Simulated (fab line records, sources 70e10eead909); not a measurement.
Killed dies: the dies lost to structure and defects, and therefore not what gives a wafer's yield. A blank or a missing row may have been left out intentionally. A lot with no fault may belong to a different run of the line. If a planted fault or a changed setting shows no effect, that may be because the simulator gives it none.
Tool commonality check ; flow nand-harc ; 1 lot, 1 wafer sampled

== THE REASON FOR OPENING IT ==
At NHARC_END_SORT_01 the reading killed-at-array is flagged on 1 of 1 lot. No-fault wafers: 27, standard deviation 9.9.
Rule: a lot is flagged in two cases, either no wafer of it has a number, or all its wafers with numbers fall more than 4 standard deviations from that mean. As for the other lots, they are considered sound.

lot;measured;on;killed-at-array, wafer by wafer;flag
L147;day 24 07:26;prober-02;101;FLAGGED
The mean of the flagged lots' numbers is 101, +74 from the usual (+7 standard deviations).

== TOOL THAT RAN EACH LOT ==
Before the reading, the record contains 3 process steps out of a 1159-step route. Each cell gives the tool, then ch followed by the chambers the sampled wafers passed through, then the start.
lot;flag;NHARC_A_WL_FILL_ETCHBACK_26;NHARC_A_BONDPAD_DESCUM_11;NHARC_A_BONDPAD_ETCH_24
L147;FLAGGED;rie-si-01 ch 0, day 19 20:30;rie-diel-08 ch 1, day 23 06:31;rie-diel-06 ch 1, day 23 15:23 or earlier
What is done by these steps:
- NHARC_A_WL_FILL_ETCHBACK_26: etches the open film in HBr, target depth 52 nm, time 13.3 s.
- NHARC_A_BONDPAD_DESCUM_11: chemistry O2, time 3 s.
- NHARC_A_BONDPAD_ETCH_24: etches the open film in CF4/N2, target depth 30 nm, time 72.99 s.
- NHARC_END_SORT_01

== FLAGGED OVER TOTAL, TOOL BY TOOL (the gauges that took the reading come last) ==
step;tool;lots run;flagged;share of the flagged lots;sound lots run after its first flagged lot
NHARC_A_WL_FILL_ETCHBACK_26;rie-si-01;1;1;all;0
NHARC_A_BONDPAD_DESCUM_11;rie-diel-08;1;1;all;0
NHARC_A_BONDPAD_ETCH_24;rie-diel-06;1;1;all;0
NHARC_END_SORT_01;prober-02;1;1;all;0
With no start given for some of its lots, NHARC_A_BONDPAD_ETCH_24 uses the hours and lot order of NHARC_HYBRID_BOND_OVL_MEAS_05.

== WHAT THE TABLE PERMITS ==
4 rows of the table ran every flagged lot: rie-si-01 at NHARC_A_WL_FILL_ETCHBACK_26, rie-diel-08 at NHARC_A_BONDPAD_DESCUM_11, rie-diel-06 at NHARC_A_BONDPAD_ETCH_24, prober-02 at NHARC_END_SORT_01.
- rie-si-01 at NHARC_A_WL_FILL_ETCHBACK_26: 1 of its 1 lot flagged. No sound lot ran on it before its first flagged lot in this sample; the start therefore can't be narrowed down.
- rie-diel-08 at NHARC_A_BONDPAD_DESCUM_11: 1 of its 1 lot flagged. No sound lot ran on it before its first flagged lot in this sample; the start therefore can't be narrowed down.
- rie-diel-06 at NHARC_A_BONDPAD_ETCH_24: 1 of its 1 lot flagged. No sound lot ran on it before its first flagged lot in this sample; the start therefore can't be narrowed down.
- prober-02 at NHARC_END_SORT_01: 1 of its 1 lot flagged. No sound lot ran on it before its first flagged lot in this sample; the start therefore can't be narrowed down.
Because each of these 4 tools fits a fault that began at some hour, counting lots does not separate them. More lots, or a look at what each step does to the wafer, might.

== WHAT THE SIMULATOR HAD PUT IN ==
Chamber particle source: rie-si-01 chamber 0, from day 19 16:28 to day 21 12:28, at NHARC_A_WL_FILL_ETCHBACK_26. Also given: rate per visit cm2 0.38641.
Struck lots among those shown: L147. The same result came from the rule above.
